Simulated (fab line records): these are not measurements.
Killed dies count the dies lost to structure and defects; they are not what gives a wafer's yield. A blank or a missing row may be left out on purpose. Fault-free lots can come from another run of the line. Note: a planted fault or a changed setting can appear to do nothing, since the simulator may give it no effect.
Matching of chambers | flow n5_finfet | N5_BEOL_M3_STRIP_19 on rie_diel-03 has 4 sister chambers
The step strips in O2. 14 wafers are shown with their chamber, then 7 later ones without.

== WAFERS, EACH WITH ITS CHAMBER ==
wafer  | chamber | throttle_valve_pct (%) | drypump_motor_current_A (A) | oes_product_au (a.u.)
L079.2 | 0       | 16.48                  | 6.2                         | 0.82
L079.3 | 2       | 16.41                  | 6.3                         | 0.86
L079.4 | 3       | 16.35                  | 5.2                         | 0.89
L080.2 | 3       | 16.35                  | 5.1                         | 0.91
L080.3 | 2       | 16.43                  | 6.2                         | 0.86
L080.5 | 2       | 16.42                  | 6.3                         | 0.87
L081.1 | 3       | 16.35                  | 5.2                         | 0.90
L081.2 | 2       | 16.43                  | 6.3                         | 0.86
L081.5 | 1       | 17.29                  | 5.8                         | 0.71
L084.2 | 3       | 16.38                  | 5.2                         | 0.89
L084.4 | 1       | 17.30                  | 5.8                         | 0.71
L084.5 | 3       | 16.35                  | 5.2                         | 0.89
L085.1 | 1       | 17.30                  | 5.8                         | 0.70
L085.2 | 2       | 16.44                  | 6.3                         | 0.84

SIGNATURES (averages over the wafers above)
reading                 | chamber 0 | chamber 1 | chamber 2 | chamber 3 | scatter within a chamber
throttle_valve_pct      | 16.4800   | 17.2967   | 16.4260   | 16.3560   | 0.0114
drypump_motor_current_A | 6.200     | 5.800     | 6.280     | 5.180     | 0.04
oes_product_au          | 0.8200    | 0.7067    | 0.8580    | 0.8960    | 0.00931
Rule: distance of a wafer from a chamber = root of the sum over the readings of ((wafer's reading minus chamber's mean) / reading's scatter) squared. The wafer belongs to the nearest chamber; if the next one is less than 2 further off, it can't be placed. How the scatter is found: for the shown wafers, subtract from each reading the mean of its chamber, square and add these, divide the total by (wafers less chambers), then take the root.

== WAFERS WITHOUT THEIR CHAMBER ==
wafer  | throttle_valve_pct (%) | drypump_motor_current_A (A) | oes_product_au (a.u.)
L085.3 | 16.48                  | 6.1                         | 0.80
L091.1 | 16.46                  | 6.2                         | 0.83
L091.2 | 16.50                  | 6.1                         | 0.79
L091.4 | 16.39                  | 5.2                         | 0.86
L097.1 | 16.41                  | 5.2                         | 0.85
L097.2 | 16.88                  | 5.8                         | 1.00
L097.4 | 16.50                  | 6.2                         | 0.81

== WHICH CHAMBER EACH WENT THROUGH ==
wafer  | from the rows above | in truth
L085.3 | 0                   | 0
L091.1 | 0                   | 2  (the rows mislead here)
L091.2 | 0                   | 0
L091.4 | 3                   | 3
L097.1 | 3                   | 3
L097.2 | 0                   | 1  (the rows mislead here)
L097.4 | 0                   | 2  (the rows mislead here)
Correct placement for 4 of the 7. Left unplaced by these rows: 0. Wrongly placed: 3.
